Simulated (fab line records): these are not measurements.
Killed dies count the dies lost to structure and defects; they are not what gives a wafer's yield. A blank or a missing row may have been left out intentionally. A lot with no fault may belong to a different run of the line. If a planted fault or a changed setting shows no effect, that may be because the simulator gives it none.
Chamber matching / flow nand harc / ald metal-04 running NHARC_P_CONTACT_ALD_22: 4 sister chambers
The step deposits TiN, target thk 3 nm, pulse time 1 s, ald cycles 150. 18 wafers are shown with their chamber, then 9 later ones without.

## WAFERS, EACH WITH ITS CHAMBER
wafer=L074.1; chamber=3; heater power w (W)=991; precursor pulse height rel=0.999
wafer=L074.4; chamber=2; heater power w (W)=1562; precursor pulse height rel=0.966
wafer=L074.6; chamber=1; heater power w (W)=974; precursor pulse height rel=1.010
wafer=L075.3; chamber=2; heater power w (W)=1640; precursor pulse height rel=1.008
wafer=L075.4; chamber=3; heater power w (W)=980; precursor pulse height rel=1.034
wafer=L075.6; chamber=1; heater power w (W)=965; precursor pulse height rel=1.001
wafer=L077.1; chamber=0; heater power w (W)=1177; precursor pulse height rel=1.000
wafer=L077.3; chamber=1; heater power w (W)=951; precursor pulse height rel=0.976
wafer=L077.4; chamber=3; heater power w (W)=991; precursor pulse height rel=0.987
wafer=L080.2; chamber=2; heater power w (W)=1558; precursor pulse height rel=0.999
wafer=L080.3; chamber=3; heater power w (W)=1007; precursor pulse height rel=1.010
wafer=L080.4; chamber=0; heater power w (W)=1214; precursor pulse height rel=1.028
wafer=L083.1; chamber=3; heater power w (W)=1011; precursor pulse height rel=1.017
wafer=L083.3; chamber=1; heater power w (W)=959; precursor pulse height rel=0.984
wafer=L083.5; chamber=0; heater power w (W)=1212; precursor pulse height rel=1.014
wafer=L083.2; chamber=2; heater power w (W)=1599; precursor pulse height rel=1.014
wafer=L083.4; chamber=0; heater power w (W)=1237; precursor pulse height rel=0.994
wafer=L083.6; chamber=3; heater power w (W)=998; precursor pulse height rel=1.000

SIGNATURES, as means of the wafers listed above
reading=heater power w; chamber 0=1210.00; chamber 1=962.25; chamber 2=1589.75; chamber 3=996.33; scatter within a chamber=22.6
reading=precursor pulse height rel; chamber 0=1.00900; chamber 1=0.99275; chamber 2=0.99675; chamber 3=1.00783; scatter within a chamber=0.0172
Rule: distance of a wafer from a chamber = root of the sum over the readings of ((wafer's reading minus chamber's mean) / reading's scatter) squared. If the next closest chamber is less than 2 further off than the closest, the wafer can't be placed; otherwise it belongs to the closest. How the scatter is found: for the shown wafers, subtract from each reading the mean of its chamber, square and add these, divide the total by (wafers less chambers), then take the root.

## WAFERS WITH NO CHAMBER GIVEN
wafer=L087.1; heater power w (W)=1587; precursor pulse height rel=1.013
wafer=L087.2; heater power w (W)=1221; precursor pulse height rel=0.992
wafer=L087.4; heater power w (W)=959; precursor pulse height rel=0.981
wafer=L092.1; heater power w (W)=961; precursor pulse height rel=0.984
wafer=L092.3; heater power w (W)=1226; precursor pulse height rel=1.011
wafer=L092.4; heater power w (W)=947; precursor pulse height rel=0.993
wafer=L095.3; heater power w (W)=946; precursor pulse height rel=0.995
wafer=L095.5; heater power w (W)=957; precursor pulse height rel=1.008
wafer=L095.6; heater power w (W)=1488; precursor pulse height rel=1.016

## CHAMBER TAKEN BY EACH
wafer=L087.1; from the rows above=2; in truth=2
wafer=L087.2; from the rows above=0; in truth=0
wafer=L087.4; from the rows above=can't be placed: 1 or 3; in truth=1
wafer=L092.1; from the rows above=can't be placed: 1 or 3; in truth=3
wafer=L092.3; from the rows above=0; in truth=0
wafer=L092.4; from the rows above=can't be placed: 1 or 3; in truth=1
wafer=L095.3; from the rows above=can't be placed: 1 or 3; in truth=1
wafer=L095.5; from the rows above=can't be placed: 1 or 3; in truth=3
wafer=L095.6; from the rows above=2; in truth=2
Correct placement for 4 of the 9. From these rows, 5 cannot be placed; in 5 the true chamber is one of the candidates. Wrongly placed: 0.
